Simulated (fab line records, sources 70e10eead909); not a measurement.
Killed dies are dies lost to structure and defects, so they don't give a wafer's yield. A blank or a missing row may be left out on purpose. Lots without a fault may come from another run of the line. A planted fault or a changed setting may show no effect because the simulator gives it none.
fab line records | flow nand_harc | part 1 of 2: steps 1 to 3 of 6
record lots=23 wafers=69 last_day=34
route steps=1302 shown A_STAIRCASE@831
lots that met no fault: from a run of the same line without faults
start_h: hours from the record's first day to the start of the lot's first wafer shown | wait_h: hours since the lot's step before | " the same as in the row above | L1.1+2: a row that stands for several wafers | - no value, or no start given | * or withheld: withheld | < > ~ a bound
route shown NAME@n: a module of which the file shows steps, and the number in the route of the first | usual: mean/standard deviation of fault-free wafers | same: alike in all rows | chamber/n: place in a boat | sites: the reading at each site | _std_site: their standard deviation | _edge_site: outer sites' mean less inner sites' | radius_mm: how far each site lies from the wafer's centre | mask NAME#n: copy n | behind: the tool/chamber that last shaped the wafer | hold: why the lot was held/for how many hours/how that ended | device: the transistor (n, p or np) that didn't switch | end of line: the same wafers' tests at the end of the route | a step without rows: its recipe alone | killed: dies lost to structure and defects at the first sort, not the wafer's yield | map: a wafer's dies, x killed, . not, _ none there
set.NAME: the setting as run; set.NAME@STEP: as run at that earlier step | model.NAME: the simulator's own value behind a step, which no gauge read
steps of the route over a sample of lots; a table a step, a row a wafer
services: from which hour (start_h, from the record's first day; less than 0 if before it) a tool's chamber was out of use, for how many hours, and why
## steps
# step NHARC_A_STAIRCASE_ETCH_313
# recipe cf4_flow_sccm=100 chf3_flow_sccm=30 ar_flow_sccm=0 rf_w=500 bias_w=200 chemistry=CF4/CHF3
# usual bias_w=200.0/0.57 cf4_flow_sccm=99.98/0.3 drypump_motor_current_A=5.8/0.5 oes_product_au=0.931/0.016 rf_vpp_V=370.4/2.7 showerhead_plenum_p_Torr=1.57/0.076 throttle_valve_pct=16.802/0.0082
# columns lot.wafer tool chamber start_h wait_h bias_w cf4_flow_sccm drypump_motor_current_A oes_product_au rf_hours_counter_h rf_vpp_V showerhead_plenum_p_Torr throttle_valve_pct
L074.2 rie_diel-05 3 382.89 0.1 200.0 100.07 4.9 0.986 48 365.5 1.46 16.808
L074.3 " 0 " " 199.9 99.95 5.5 0.986 47 372.0 1.63 16.794
L074.5 " 3 " " 200.9 99.96 4.9 0.980 - 366.1 1.46 16.817
L075.1 rie_diel-05 1 392.96 0.1 199.9 99.59 6.6 0.925 53 368.6 1.53 16.802
L075.2 " 3 " " 200.3 100.06 4.9 0.927 52 365.5 1.46 16.804
L075.4 " 3 " " 200.5 99.58 5.0 0.926 - 366.8 1.46 16.817
L077.2 rie_diel-11 3 401.51 0.1 199.5 100.37 5.8 0.937 27 366.9 1.46 16.803
L077.5 " 3 " " 200.2 99.64 5.8 0.929 - 367.2 1.46 16.802
L077.6 " 0 " " 200.5 99.46 6.5 0.911 - 370.9 1.55 16.804
L076.2 rie_diel-11 2 403.33 0.1 199.9 99.64 5.5 0.927 49 365.5 1.47 16.807
L076.1 " 3 " " 200.1 100.36 5.8 0.937 27 367.0 1.46 16.798
L076.6 " 1 " " 199.8 99.52 5.8 0.937 - 372.6 1.63 16.807
L078.3 rie_diel-04 3 420.94 0.1 200.3 99.64 6.2 0.924 22 370.0 1.56 16.787
L078.2 " 1 " " 199.6 100.55 5.4 0.941 19 375.2 1.68 16.787
L078.6 " 2 " " 200.1 99.95 5.7 0.917 - 368.7 1.58 16.813
L079.3 rie_diel-11 1 423.67 0.1 198.8 100.41 5.8 0.924 50 372.2 1.63 16.812
L079.1 " 3 " " 200.0 100.00 5.8 0.934 33 367.4 1.46 16.810
L079.6 " 1 " " 200.0 100.07 5.8 0.920 - 371.2 1.63 16.786
L080.2 rie_diel-04 0 444.58 0.1 200.2 99.94 5.2 0.914 32 367.7 1.49 16.799
L080.3 " 2 " " 200.4 100.05 5.7 0.916 32 371.0 1.57 16.795
L080.5 " 0 " " 200.2 99.92 5.2 0.922 - 367.0 1.49 16.807
L081.3 rie_diel-04 1 460.43 0.1 200.2 99.83 5.4 0.940 34 373.7 1.68 16.794
L081.6 " 2 " " 199.9 99.73 5.7 0.917 - 370.6 1.57 16.787
L081.5 " 3 " " 200.1 99.79 6.2 0.917 - 370.3 1.56 16.792
L082.3 rie_diel-11 2 465.62 0.1 199.2 99.93 5.5 0.980 7 367.2 1.47 16.804
L082.2 " 3 " " 200.4 99.72 5.8 0.956 7 374.3 1.70 16.801
L082.4 " 1 " " 200.3 100.35 5.8 0.960 6 372.7 1.62 16.803
L083.2 rie_diel-04 2 477.85 0.1 200.5 99.96 5.7 0.911 38 370.5 1.57 16.798
L083.5 " 1 " " 199.0 100.42 5.4 0.926 - 373.2 1.68 16.804
L083.6 " 2 " " 200.5 99.59 5.7 0.912 - 370.2 1.57 16.808
L084.1 rie_diel-11 2 487.78 0.1 200.2 100.08 5.5 0.922 14 367.1 1.46 16.805
L084.2 " 0 " " 200.5 100.62 6.4 0.929 13 369.3 1.55 16.794
L084.4 " 1 " " 199.8 99.92 5.8 0.913 13 371.8 1.62 16.785
L085.1 rie_diel-05 0 500.81 0.1 199.9 100.31 5.5 0.924 35 372.1 1.62 16.810
L085.3 " 2 " " 199.8 99.93 6.3 0.924 18 366.4 1.49 16.805
L085.6 " 1 " " 200.2 99.94 6.7 0.919 - 368.4 1.52 16.798
L086.1 rie_diel-05 1 511.28 0.1 199.2 99.86 6.6 0.914 33 369.0 1.52 16.799
L086.6 " 0 " " 200.2 99.66 5.5 0.918 - 373.5 1.62 16.800
L086.5 " 1 " " 198.1 99.91 6.6 0.923 - 370.4 1.52 16.801
L087.3 rie_diel-04 3 513.29 0.1 200.1 100.03 6.3 0.929 48 370.5 1.56 16.797
L087.4 " 0 " " 198.8 100.26 5.2 0.926 50 369.6 1.48 16.814
L087.6 " 1 " " 199.8 99.61 5.4 0.930 - 373.2 1.67 16.798
L088.3 rie_diel-05 1 521.66 0.1 200.9 100.69 6.6 0.919 39 368.0 1.52 16.811
L088.5 " 3 " " 200.0 99.62 4.9 0.932 - 373.5 1.69 16.785
L088.6 " 0 " " 199.1 100.23 5.5 0.925 - 371.8 1.62 16.812
L091.3 rie_diel-05 2 542.66 0.1 198.9 100.19 6.3 0.932 31 366.9 1.49 16.780
L091.2 " 0 " " 199.3 100.26 5.5 0.918 50 373.2 1.62 16.801
L091.1 " 1 " " 198.8 100.48 6.6 0.913 46 369.7 1.52 16.817
L090.4 rie_diel-11 0 547.09 0.1 199.8 99.87 6.4 0.928 35 368.3 1.54 16.791
L090.2 " 2 " " 200.4 100.17 5.5 0.931 34 367.4 1.46 16.816
L090.5 " 0 " " 199.9 99.59 6.4 0.928 - 369.7 1.54 16.803
L092.4 rie_diel-04 1 564.89 0.1 200.0 100.47 5.3 0.931 - 374.8 1.67 16.803
L092.5 " 2 " " 199.6 99.73 5.7 0.935 - 370.2 1.57 16.788
L092.6 " 3 " " 199.8 99.62 6.3 0.930 - 368.4 1.55 16.796
L093.3 rie_diel-04 3 574.41 0.1 201.2 99.96 6.3 0.931 11 369.5 1.55 16.806
L093.1 " 1 " " 199.7 100.15 5.3 0.929 11 375.2 1.67 16.798
L093.4 " 1 " " 199.6 99.92 5.3 0.929 - 372.7 1.67 16.808
L094.3 rie_diel-05 2 575.37 0.1 200.9 99.57 6.3 0.930 40 366.9 1.49 16.808
L094.2 " 3 " " 201.1 99.77 4.9 0.926 54 373.7 1.69 16.796
L094.1 " 0 " " 200.1 100.08 5.5 0.927 56 372.1 1.62 16.797
L095.4 rie_diel-11 0 599.06 0.1 200.1 99.95 6.4 0.928 52 368.5 1.54 16.806
L095.6 " 1 " " 199.8 100.11 5.8 0.914 - 371.5 1.61 16.802
L095.5 " 2 " " 200.7 99.50 5.5 0.927 - 366.9 1.46 16.797
L097.3 rie_diel-04 2 621.65 1.1 200.8 99.65 5.7 0.932 29 368.1 1.56 16.787
L097.2 " 3 " " 199.2 100.13 6.2 0.935 28 369.3 1.55 16.795
L097.5 " 3 " " 199.0 99.93 6.3 0.922 - 369.1 1.55 16.805
L096.3 rie_diel-05 2 626.81 0.1 200.1 99.98 6.3 0.934 11 369.4 1.49 16.807
L096.2 " 3 " " 199.4 99.50 5.0 0.920 15 374.5 1.68 16.813
L096.6 " 2 " " 201.2 100.27 6.3 0.934 - 369.3 1.49 16.796
# step NHARC_A_STAIRCASE_ETCH_453
# recipe target_depth_a=300 overetch_a=30 time_s=16.5 ion_energy_ev=100 cf4_flow_sccm=80 o2_flow_sccm=20 ar_flow_sccm=0 rf_w=300 bias_w=100 chemistry=CF4/O2
# usual bias_w=100.0/0.33 cf4_flow_sccm=80.02/0.24 drypump_motor_current_A=5.8/0.5 oes_product_au=1.000/0.0095 rf_vpp_V=197.7/1.6 showerhead_plenum_p_Torr=1.33/0.066 throttle_valve_pct=13.397/0.0098
# columns lot.wafer tool chamber start_h wait_h bias_w cf4_flow_sccm drypump_motor_current_A oes_product_au rf_hours_counter_h rf_vpp_V showerhead_plenum_p_Torr throttle_valve_pct
L074.3 rie_diel-05 2 - - 100.2 79.86 6.3 0.984 44 195.7 1.27 13.393
L074.2 " 0 " " 99.8 79.61 5.5 1.008 47 200.5 1.39 13.391
L074.5 " 2 " " 100.0 79.99 6.3 0.985 - 196.6 1.27 13.401
L075.1 rie_diel-05 1 - - 100.5 79.83 6.6 0.989 53 197.2 1.30 13.411
L075.2 " 2 " " 99.9 80.37 6.3 0.981 49 195.6 1.27 13.363
L075.4 " 2 " " 100.3 80.27 6.3 0.982 - 195.3 1.27 13.406
L077.2 rie_diel-11 1 - - 100.5 80.45 5.8 1.000 46 198.7 1.38 13.387
L077.6 " 3 " " 99.5 80.33 5.8 1.001 - 196.1 1.24 13.388
L077.5 " 0 " " 100.2 80.06 6.4 0.994 - 196.5 1.32 13.407
L076.2 rie_diel-11 3 - - 100.4 80.00 5.8 1.007 27 197.2 1.24 13.395
L076.1 " 0 " " 99.7 80.47 6.4 1.003 50 197.5 1.32 13.386
L076.6 " 3 " " 100.3 80.32 5.8 1.006 - 195.4 1.24 13.398
L078.2 rie_diel-04 2 - - 99.5 79.87 5.7 0.977 21 198.3 1.34 13.403
L078.3 " 3 " " 100.3 79.87 6.2 0.993 22 198.4 1.33 13.400
L078.6 " 2 " " 99.7 80.20 5.7 0.992 - 198.0 1.34 13.392
L079.3 rie_diel-11 1 - - 100.3 79.93 5.8 1.011 50 198.0 1.38 13.403
L079.1 " 2 " " 99.7 79.79 5.5 1.007 54 196.0 1.24 13.411
L079.6 " 0 " " 100.5 79.89 6.4 1.015 - 197.4 1.32 13.397
L080.2 rie_diel-04 3 - - 100.5 79.81 6.2 1.002 33 197.5 1.32 13.399
L080.3 " 1 " " 100.3 79.80 5.4 1.000 31 197.9 1.43 13.408
L080.5 " 2 " " 100.4 79.93 5.7 0.983 - 197.3 1.34 13.378
L081.3 rie_diel-04 1 - - 100.1 79.86 5.3 1.003 34 201.8 1.43 13.398
L081.5 " 1 " " 99.9 80.24 5.4 1.008 - 200.1 1.43 13.408
L081.6 " 2 " " 100.3 80.44 5.7 0.987 - 198.7 1.34 13.393
L082.4 rie_diel-11 2 - - 99.6 80.30 5.5 1.001 7 196.0 1.24 13.403
L082.2 " 0 " " 99.6 79.99 6.4 1.012 7 198.1 1.31 13.406
L082.3 " 1 " " 99.5 80.06 5.8 0.990 6 198.7 1.38 13.392
L083.2 rie_diel-04 2 - - 99.8 80.08 5.7 0.984 38 198.5 1.33 13.413
L083.6 " 2 " " 100.2 80.07 5.7 0.972 - 197.3 1.33 13.381
L083.5 " 3 " " 99.5 80.82 6.3 1.000 - 198.2 1.32 13.408
L084.1 rie_diel-11 2 - - 99.6 80.13 5.6 0.998 14 196.0 1.24 13.412
L084.2 " 3 " " 100.0 79.88 5.8 0.999 14 200.1 1.44 13.404
L084.4 " 0 " " 99.9 80.47 6.4 0.990 14 197.6 1.31 13.397
L085.1 rie_diel-05 1 - - 100.3 79.74 6.6 0.996 31 197.0 1.29 13.399
L085.3 " 0 " " 99.9 79.90 5.5 1.005 35 198.9 1.38 13.396
L085.6 " 1 " " 100.3 79.75 6.6 0.995 - 196.4 1.29 13.404
L086.1 rie_diel-05 3 - - 100.1 80.10 4.9 0.999 34 198.6 1.44 13.410
L086.6 " 1 " " 100.4 80.07 6.6 0.986 - 196.8 1.29 13.381
L086.5 " 2 " " 100.2 80.19 6.3 0.992 - 197.0 1.26 13.394
L087.4 rie_diel-04 2 - - 100.3 79.55 5.7 0.987 48 197.4 1.33 13.385
L087.3 " 3 " " 100.1 80.07 6.2 0.993 48 198.1 1.32 13.414
L087.6 " 1 " " 100.1 80.17 5.4 0.998 - 201.5 1.42 13.396
L088.3 rie_diel-05 2 - - 99.6 80.17 6.4 1.004 25 197.0 1.26 13.408
L088.6 " 1 " " 99.8 80.05 6.7 0.991 - 195.7 1.29 13.390
L088.5 " 2 " " 100.0 80.16 6.3 1.008 - 196.0 1.26 13.394
L091.1 rie_diel-05 3 - - 99.8 79.71 4.9 1.014 45 198.8 1.44 13.387
L091.3 " 0 " " 100.1 80.33 5.5 1.013 50 198.0 1.37 13.406
L091.2 " 2 " " 100.0 79.99 6.4 1.010 31 196.9 1.26 13.397
L090.2 rie_diel-11 3 - - 99.8 79.95 5.8 1.005 31 198.9 1.44 13.403
L090.4 " 0 " " 99.4 80.36 6.4 0.998 36 197.9 1.31 13.406
L090.5 " 2 " " 99.7 79.89 5.5 0.997 - 196.1 1.24 13.385
L092.6 rie_diel-04 3 - - 100.1 80.00 6.2 1.012 - 196.6 1.31 13.402
L092.4 " 1 " " 100.6 80.36 5.3 0.999 - 199.1 1.42 13.394
L092.5 " 2 " " 100.2 79.62 5.7 1.013 - 196.9 1.33 13.399
L093.3 rie_diel-04 2 - - 100.1 80.44 5.7 1.002 11 197.6 1.33 13.392
L093.1 " 3 " " 99.8 79.95 6.2 1.019 11 196.4 1.31 13.416
L093.4 " 1 " " 99.6 79.97 5.4 1.009 - 199.8 1.42 13.404
L094.1 rie_diel-05 0 - - 100.2 79.49 5.5 1.000 56 198.4 1.37 13.395
L094.2 " 1 " " 99.8 79.95 6.6 1.004 52 197.6 1.28 13.396
L094.3 " 2 " " 99.9 79.94 6.3 1.005 40 196.2 1.26 13.405
L095.4 rie_diel-11 2 - - 100.0 80.09 5.5 0.980 54 195.0 1.23 13.390
L095.5 " 0 " " 100.1 80.03 6.4 0.991 - 197.1 1.30 13.391
L095.6 " 1 " " 99.6 79.81 5.8 0.991 - 198.6 1.37 13.410
L097.3 rie_diel-04 0 - - 100.1 79.73 5.2 1.007 16 196.7 1.25 13.388
L097.2 " 1 " " 99.8 80.10 5.3 1.007 29 199.3 1.41 13.391
L097.5 " 3 " " 100.2 79.86 6.2 1.005 - 196.8 1.31 13.401
L096.2 rie_diel-05 3 - - 99.8 79.56 5.0 0.997 15 200.8 1.43 13.391
L096.3 " 0 " " 100.7 80.19 5.5 1.008 15 200.9 1.37 13.406
L096.6 " 1 " " 100.1 79.92 6.6 1.004 - 196.6 1.28 13.400
# step NHARC_A_STAIRCASE_STRIP_316
# recipe o2_flow_sccm=500 ar_flow_sccm=0 bias_w=0 chemistry=O2
# usual drypump_motor_current_A=5.8/0.51 oes_product_au=1.000/0.0079 rf_vpp_V=57.7/0.88 showerhead_plenum_p_Torr=3.51/0.17 throttle_valve_pct=17.036/0.0095
# same bias_w=0
# columns lot.wafer tool chamber start_h wait_h drypump_motor_current_A oes_product_au rf_hours_counter_h rf_vpp_V showerhead_plenum_p_Torr throttle_valve_pct
L074.2 rie_diel-05 3 - - 5.0 0.987 48 57.7 3.28 17.022
L074.3 " 2 " " 6.3 0.976 45 57.2 3.37 17.038
L074.5 " 0 " " 5.5 1.002 - 59.7 3.65 17.037
L075.1 rie_diel-05 3 - - 5.0 1.004 53 58.1 3.28 17.033
L075.2 " 2 " " 6.3 0.986 49 57.2 3.36 17.036
L075.4 " 1 " " 6.6 1.000 - 57.7 3.43 17.026
L077.2 rie_diel-11 3 - - 5.8 1.004 27 56.1 3.28 17.036
L077.5 " 1 " " 5.8 1.005 - 58.3 3.65 17.038
L077.6 " 2 " " 5.6 1.009 - 56.6 3.30 17.048
L076.1 rie_diel-11 2 - - 5.5 0.998 49 55.7 3.30 17.039
L076.2 " 3 " " 5.8 1.004 28 57.4 3.28 17.039
L076.6 " 3 " " 5.9 1.006 - 57.9 3.28 17.046
L078.3 rie_diel-04 0 - - 5.2 1.014 20 56.8 3.34 17.054
L078.2 " 2 " " 5.7 0.983 21 58.2 3.54 17.029
L078.6 " 0 " " 5.2 1.001 - 56.0 3.35 17.042
L079.1 rie_diel-11 0 - - 6.4 1.003 55 58.0 3.48 17.040
L079.3 " 1 " " 5.8 0.992 51 58.9 3.64 17.050
L079.6 " 2 " " 5.5 1.006 - 56.1 3.30 17.035
L080.3 rie_diel-04 3 - - 6.3 0.997 33 58.6 3.50 17.042
L080.2 " 2 " " 5.7 0.984 32 59.0 3.53 17.031
L080.5 " 0 " " 5.2 0.997 - 57.5 3.34 17.055
L081.3 rie_diel-04 1 - - 5.4 1.020 35 58.0 3.76 17.031
L081.6 " 2 " " 5.7 0.992 - 57.8 3.53 17.039
L081.5 " 3 " " 6.3 1.003 - 56.8 3.50 17.034
L082.4 rie_diel-11 3 - - 5.8 1.002 8 58.2 3.80 17.053
L082.3 " 1 " " 5.8 0.993 7 57.7 3.64 17.041
L082.2 " 2 " " 5.5 1.000 7 57.5 3.29 17.035
L083.2 rie_diel-04 0 - - 5.2 0.992 39 57.4 3.33 17.040
L083.6 " 0 " " 5.2 0.999 - 57.9 3.34 17.028
L083.5 " 1 " " 5.4 1.013 - 58.1 3.75 17.043
L084.2 rie_diel-11 3 - - 5.8 0.999 14 57.1 3.80 17.024
L084.4 " 0 " " 6.5 1.005 14 56.7 3.47 17.023
L084.1 " 2 " " 5.6 1.000 14 58.4 3.29 17.041
L085.3 rie_diel-05 0 - - 5.5 0.989 35 57.5 3.63 17.034
L085.1 " 3 " " 5.0 1.001 32 58.2 3.79 17.043
L085.6 " 1 " " 6.7 0.996 - 57.6 3.41 17.027
L086.1 rie_diel-05 2 - - 6.3 0.997 21 56.3 3.35 17.037
L086.5 " 0 " " 5.5 1.000 - 57.8 3.63 17.042
L086.6 " 1 " " 6.7 0.994 - 59.2 3.41 17.030
L087.3 rie_diel-04 2 - - 5.7 0.990 49 57.0 3.52 17.036
L087.4 " 3 " " 6.3 1.000 48 58.1 3.49 17.023
L087.6 " 0 " " 5.2 1.002 - 56.1 3.33 17.044
L088.3 rie_diel-05 1 - - 6.6 0.993 40 57.6 3.40 17.028
L088.5 " 1 " " 6.6 0.989 - 58.2 3.40 17.035
L088.6 " 2 " " 6.3 1.001 - 56.0 3.35 17.041
L091.2 rie_diel-05 2 - - 6.4 1.003 31 58.2 3.35 17.038
L091.3 " 0 " " 5.5 1.005 50 57.5 3.63 17.022
L091.1 " 1 " " 6.6 0.995 46 57.3 3.40 17.038
L090.4 rie_diel-11 0 - - 6.4 1.010 36 57.4 3.46 17.040
L090.2 " 2 " " 5.5 1.007 35 55.7 3.28 17.041
L090.5 " 3 " " 5.8 1.008 - 56.5 3.79 17.038
L092.4 rie_diel-04 1 - - 5.4 1.008 - 58.4 3.74 17.030
L092.5 " 2 " " 5.7 1.006 - 58.0 3.51 17.030
L092.6 " 3 " " 6.3 1.016 - 57.1 3.48 17.036
L093.3 rie_diel-04 1 - - 5.4 0.995 12 57.7 3.73 17.048
L093.1 " 3 " " 6.3 1.007 12 58.9 3.48 17.030
L093.4 " 1 " " 5.4 0.992 - 57.6 3.73 17.051
L094.1 rie_diel-05 3 - - 5.0 1.000 54 58.0 3.78 17.027
L094.2 " 0 " " 5.5 0.993 57 57.8 3.62 17.050
L094.3 " 1 " " 6.7 0.985 53 57.9 3.40 17.048
L095.4 rie_diel-11 1 - - 5.8 0.991 52 59.1 3.61 17.044
L095.5 " 3 " " 5.8 0.995 - 59.2 3.78 17.049
L095.6 " 0 " " 6.4 0.994 - 58.1 3.45 17.034
L097.2 rie_diel-04 3 - - 6.3 1.006 28 58.1 3.47 17.055
L097.3 " 0 " " 5.2 1.000 16 58.3 3.32 17.033
L097.5 " 3 " " 6.2 0.998 - 56.6 3.47 17.043
L096.3 rie_diel-05 2 - - 6.3 1.002 12 56.9 3.33 17.024
L096.2 " 1 " " 6.7 0.993 8 56.1 3.39 17.023
L096.6 " 3 " " 5.0 0.996 - 58.6 3.77 17.040
